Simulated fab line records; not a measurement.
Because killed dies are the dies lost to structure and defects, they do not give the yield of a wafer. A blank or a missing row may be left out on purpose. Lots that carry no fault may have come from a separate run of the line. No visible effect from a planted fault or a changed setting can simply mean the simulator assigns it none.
What tool caused it?    flow nand harc    Sampling: 14 lots, 42 wafers, 4 of 1302 route steps

== WHAT THE GAUGES SHOWED, per wafer ==
Not one reading of a measure or inspect step in the record can be checked against a usual standard deviation.

== EACH LOT AND THE TOOL THAT RAN IT (in order: tool; ch and the chambers of the sampled wafers; start) ==
lot   NHARC_A_STAIRCASE_STRIP_476         NHARC_A_STAIRCASE_DEP_417        NHARC_A_STAIRCASE_EXPOSE_438       NHARC_A_STAIRCASE_ETCH_444
L256  rie diel-02 ch 0,2,3, day 17 10:10  pecvd-02 ch 0,2, day 17 10:16    krf scanner-04 ch 0, day 19 06:13  rie diel-12 ch 0,2,3, day 19 07:08
L257  rie diel-04 ch 1,2,3, day 18 07:23  pecvd-03 ch 0,1, day 18 07:32    krf scanner-04 ch 0, day 19 20:46  rie diel-04 ch 0,3, day 19 21:26
L259  rie diel-04 ch 1,2, day 18 14:12    pecvd-02 ch 0,1, day 18 14:17    krf scanner-04 ch 0, day 20 03:15  rie diel-04 ch 0,2, day 20 04:10
L260  rie diel-04 ch 0,2,3, day 18 19:04  pecvd-02 ch 0,2, day 18 19:15    krf scanner-01 ch 0, day 20 12:01  rie diel-12 ch 0,2,3, day 20 13:24
L262  rie diel-12 ch 1,2,3, day 20 04:08  pecvd-01 ch 0,1, day 20 04:16    krf scanner-04 ch 0, day 21 19:35  rie diel-12 ch 0,1, day 21 21:18
L264  rie diel-02 ch 0,2,3, day 20 10:28  pecvd-01 ch 0,1,2, day 20 10:34  krf scanner-04, day 22 02:58       rie diel-02 ch 0,1,2, day 22 03:26
L263  rie diel-02 ch 0,1, day 20 14:10    pecvd-03 ch 0,1, day 20 14:19    krf scanner-01 ch 0, day 22 02:49  rie diel-12 ch 0,1,3, day 22 03:55
L265  rie diel-12 ch 1,2,3, day 21 05:17  pecvd-01 ch 0,2, day 21 05:22    krf scanner-03, day 22 20:26       rie diel-12 ch 1,2,3, day 22 21:50
L267  rie diel-02 ch 0,1, day 22 09:50    pecvd-03 ch 0,1, day 22 09:56    krf scanner-03 ch 0, day 23 19:23  rie diel-02 ch 0,3, day 23 19:50
L269  rie diel-12 ch 1,2,3, day 23 14:16  pecvd-03 ch 0,1, day 23 14:29    krf scanner-01 ch 0, day 24 22:38  rie diel-04 ch 1,2,3, day 25 00:01
L274  rie diel-02 ch 0,2,3, day 24 15:34  pecvd-01 ch 0,1,2, day 24 15:42  krf scanner-01 ch 0, day 26 08:36  rie diel-04 ch 1,2,3, day 26 09:03
L275  rie diel-12 ch 0,1,3, day 25 06:20  pecvd-01 ch 0,1,2, day 25 06:33  krf scanner-01 ch 0, day 26 19:31  rie diel-02 ch 1,2,3, day 26 21:23
L277  rie diel-02 ch 0,1,2, day 26 05:55  pecvd-02 ch 0,1,2, day 26 05:59  krf scanner-04 ch 0, day 27 20:43  rie diel-04 ch 1,2, day 27 21:10
L278  rie diel-02 ch 1,3, day 27 06:30    pecvd-03 ch 0,2, day 27 06:38    krf scanner-04 ch 0, day 28 18:38  rie diel-12 ch 0,1,2, day 28 19:08
- NHARC_A_STAIRCASE_STRIP_476: strips in O2, time 20 s.
- NHARC_A_STAIRCASE_DEP_417: deposits Si3N4, target thk 60 nm.
- NHARC_A_STAIRCASE_EXPOSE_438: exposes mask STAIR REV.
- NHARC_A_STAIRCASE_ETCH_444: etches the open film in C4F8/O2, target depth 20400 nm, time 6800 s.

== WHAT THE TOOLS THEMSELVES READ (means of the sampled wafers that have a number; where no wafer has one, the mark that the record gives instead) ==
NHARC_A_STAIRCASE_STRIP_476.
lot   tool         chamber pressure mTorr (mTorr)  drypump motor current A (A)  oes product au (a.u.)  rf vpp V (V)  showerhead plenum p Torr (Torr)  throttle valve pct (%)
L256  rie diel-02  59.97                           5.9                          0.998                  57.4          3.61                             17.040
L257  rie diel-04  59.94                           6.1                          0.997                  57.5          3.77                             17.040
L259  rie diel-04  59.97                           6.2                          0.998                  58.9          3.79                             17.034
L260  rie diel-04  60.05                           5.9                          1.004                  58.5          3.66                             17.037
L262  rie diel-12  59.99                           6.0                          1.003                  58.1          3.55                             17.042
L264  rie diel-02  59.98                           5.9                          0.996                  57.2          3.60                             17.046
L263  rie diel-02  60.04                           6.2                          0.997                  57.6          3.59                             17.039
L265  rie diel-12  59.98                           6.0                          1.005                  58.0          3.55                             17.032
L267  rie diel-02  60.03                           6.1                          0.996                  57.9          3.58                             17.025
L269  rie diel-12  60.01                           6.0                          1.004                  58.1          3.54                             17.044
L274  rie diel-02  60.01                           5.9                          0.990                  57.4          3.58                             17.035
L275  rie diel-12  60.00                           6.1                          1.010                  57.3          3.67                             17.035
L277  rie diel-02  60.04                           5.7                          0.996                  58.1          3.54                             17.035
L278  rie diel-02  60.03                           5.3                          0.991                  58.5          3.53                             17.031

NHARC_A_STAIRCASE_DEP_417.
lot   tool      heater power w (W)  rf fwd power W (W)
L256  pecvd-02  859                 449.1
L257  pecvd-03  783                 449.1
L259  pecvd-02  811                 448.1
L260  pecvd-02  810                 447.9
L262  pecvd-01  858                 449.5
L264  pecvd-01  771                 450.0
L263  pecvd-03  785                 450.2
L265  pecvd-01  704                 448.9
L267  pecvd-03  742                 447.0
L269  pecvd-03  746                 449.0
L274  pecvd-01  750                 449.4
L275  pecvd-01  801                 448.7
L277  pecvd-02  810                 448.6
L278  pecvd-03  755                 450.8

NHARC_A_STAIRCASE_EXPOSE_438.
lot   tool            exposure dose mJ cm2  focus offset nm (nm)
L256  krf scanner-04  28.94                 -0.3
L257  krf scanner-04  28.97                 0.2
L259  krf scanner-04  29.00                 -0.8
L260  krf scanner-01  28.95                 0.0
L262  krf scanner-04  28.96                 0.4
L264  krf scanner-04  -                     -
L263  krf scanner-01  28.96                 -0.5
L265  krf scanner-03  -                     -
L267  krf scanner-03  28.98                 -0.1
L269  krf scanner-01  28.96                 -0.4
L274  krf scanner-01  28.97                 -0.0
L275  krf scanner-01  28.93                 -0.6
L277  krf scanner-04  28.92                 0.7
L278  krf scanner-04  28.94                 0.1

NHARC_A_STAIRCASE_ETCH_444.
lot   tool         chamber pressure mTorr (mTorr)  oes product au (a.u.)  rf fwd power W (W)  rf vpp V (V)
L256  rie diel-12  24.997                          0.927                  600.0               803
L257  rie diel-04  24.982                          0.929                  599.5               807
L259  rie diel-04  25.002                          0.928                  599.0               811
L260  rie diel-12  25.009                          0.977                  600.5               809
L262  rie diel-12  25.011                          0.927                  597.9               811
L264  rie diel-02  25.033                          0.926                  598.8               808
L263  rie diel-12  24.997                          0.927                  599.4               812
L265  rie diel-12  25.012                          0.938                  601.4               809
L267  rie diel-02  25.002                          0.929                  598.7               810
L269  rie diel-04  25.013                          0.963                  600.1               814
L274  rie diel-04  24.986                          0.962                  599.4               813
L275  rie diel-02  24.992                          0.972                  599.4               807
L277  rie diel-04  24.992                          0.917                  599.9               815
L278  rie diel-12  25.012                          0.950                  600.8               808

== THE ANSWER, worked out from the rows above alone ==
Rule: usual is defined by the lots themselves. The widest of any qualifying gaps counts: lots, ordered by their means at a reading, are off when they make up no more than a third of the lots, leave a main group of 4 or more, and stand apart from it by 3 or more times the standard deviation of that group's means. A main group is skipped when, at the precision printed for the reading in the tables above, its means are all equal. A lot without any number at a reading at which 4 lots or more have one is off too. Any other lot the step has rows for is counted as sound. The gauges are gone through in route order, then the tools' own readings, and for those a lot's mean is taken as printed above. The first step at which some lot is off is used, and at that step the reading that is off furthest; a lot without a number counts as furthest.
Off: L264, L265, at NHARC_A_STAIRCASE_EXPOSE_438 (exposure dose mJ cm2). Without a number there: L264, L265. The main group: mean 28.96, standard deviation 0.021.
If a tool, at that step or one of the process steps before it, ran each lot that is off and ran no sound lot following the first of them, it fits. Of those tried, none fits.

== WHAT WAS PUT IN BY THE SIMULATOR ==
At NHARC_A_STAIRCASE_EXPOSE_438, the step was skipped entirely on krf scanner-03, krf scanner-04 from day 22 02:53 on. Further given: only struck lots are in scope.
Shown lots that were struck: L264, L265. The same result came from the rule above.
